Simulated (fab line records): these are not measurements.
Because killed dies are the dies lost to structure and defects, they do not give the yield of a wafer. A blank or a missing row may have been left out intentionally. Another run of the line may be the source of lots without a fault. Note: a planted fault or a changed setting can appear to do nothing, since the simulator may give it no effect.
Shared-tool check    flow nand-harc    Sampled: 12 lots, 36 wafers

== REASON IT WAS OPENED ==
Flagged at NHARC_P_ZERO_WELL_CD_MEAS_52: reading cd-nm, on 1 of 12 lots. Wafers without a fault read 1999.0 nm, standard deviation 2.3.
Rule: a lot is flagged when every wafer of it that has a number lies more than 4 standard deviations from that mean, or none has a number. The other lots count as sound.

lot   measured     on         cd-nm (nm), wafer by wafer  flag
L731  day 1 17:47  cd-sem-03  1999.2 1998.3 1999.8        
L732  day 1 23:56  cd-sem-01  1999.7 1997.2 2000.0        
L736  day 2 23:40  cd-sem-03  2001.1 1997.6 1998.4        
L738  day 3 11:38  cd-sem-01  1950.0 1948.3 1953.4        FLAGGED
L741  day 4 05:54  cd-sem-02  1997.5 2001.8 2002.6        
L746  day 5 11:55  cd-sem-01  1994.0 1999.9 1998.9        
L747  day 5 17:31  cd-sem-03  1998.0 2001.7 1996.4        
L749  day 6 05:52  cd-sem-03  2002.4 1996.5 2001.1        
L750  day 6 11:36  cd-sem-01  1997.0 1995.1 1998.1        
L751  day 6 17:29  cd-sem-02  2001.0 2000.5 2003.6        
L753  day 7 05:44  cd-sem-03  2000.1 1997.5 1999.6        
L754  day 7 11:29  cd-sem-03  1999.4 1996.8 1999.7        
The mean of the flagged lots' numbers is 1950.6 nm, -48.4 nm from the usual (-21 standard deviations).

== WHICH TOOL EACH LOT WENT THROUGH ==
The record keeps 1 process step preceding the reading, out of 1159 steps on the route. Cell contents, in order: the tool; ch with the chambers the sampled wafers went through; the start.
lot   flag     NHARC_P_ZERO_WELL_EXPOSE_49
L731           krf-scanner-02 ch 0, day 1 17:38
L732           krf-scanner-03 ch 0, day 1 23:46
L736           krf-scanner-03 ch 0, day 2 23:30
L738  FLAGGED  krf-scanner-03 ch 0, day 3 11:29
L741           krf-scanner-02 ch 0, day 4 05:45
L746           krf-scanner-04 ch 0, day 5 11:45
L747           krf-scanner-04 ch 0, day 5 17:22
L749           krf-scanner-03 ch 0, day 6 05:43
L750           krf-scanner-03 ch 0, day 6 11:27
L751           krf-scanner-02 ch 0, day 6 17:20
L753           krf-scanner-03 ch 0, day 7 05:35
L754           krf-scanner-03 ch 0, day 7 11:20
These steps, and what they do:
- NHARC_P_ZERO_WELL_EXPOSE_49: exposes mask P HVPW, target cd 2000 nm.
- NHARC_P_ZERO_WELL_CD_MEAS_52: target cd 2000 nm.

== FLAGGED AGAINST TOTAL, ONE TOOL AT A TIME (gauges that did the reading follow at the end) ==
step                          tool            lots run  flagged  share of the flagged lots  sound lots run after its first flagged lot
NHARC_P_ZERO_WELL_EXPOSE_49   krf-scanner-02  3         0        none                       -
NHARC_P_ZERO_WELL_EXPOSE_49   krf-scanner-03  7         1        all                        4 (L749,L750,L753,L754)
NHARC_P_ZERO_WELL_EXPOSE_49   krf-scanner-04  2         0        none                       -
NHARC_P_ZERO_WELL_CD_MEAS_52  cd-sem-01       4         1        all                        2 (L746,L750)
NHARC_P_ZERO_WELL_CD_MEAS_52  cd-sem-02       2         0        none                       -
NHARC_P_ZERO_WELL_CD_MEAS_52  cd-sem-03       6         0        none                       -

== WHAT THE TABLE ALLOWS ==
krf-scanner-03 at NHARC_P_ZERO_WELL_EXPOSE_49 and cd-sem-01 at NHARC_P_ZERO_WELL_CD_MEAS_52 are the 2 rows of the table that ran each flagged lot.
- krf-scanner-03 at NHARC_P_ZERO_WELL_EXPOSE_49 ran 7 lots, 1 of them flagged. Sound lots ran on it after the first flagged one (L749, L750, L753, L754), which a lasting fault on the whole tool wouldn't allow.
- cd-sem-01 at NHARC_P_ZERO_WELL_CD_MEAS_52 ran 4 lots, 1 of them flagged. Sound lots ran on it after the first flagged one (L746, L750), which a lasting fault on the whole tool wouldn't allow.
There is no row in the table that ran each flagged lot and no sound lot after the first.

== WHAT THE SIMULATOR HAD PUT IN ==
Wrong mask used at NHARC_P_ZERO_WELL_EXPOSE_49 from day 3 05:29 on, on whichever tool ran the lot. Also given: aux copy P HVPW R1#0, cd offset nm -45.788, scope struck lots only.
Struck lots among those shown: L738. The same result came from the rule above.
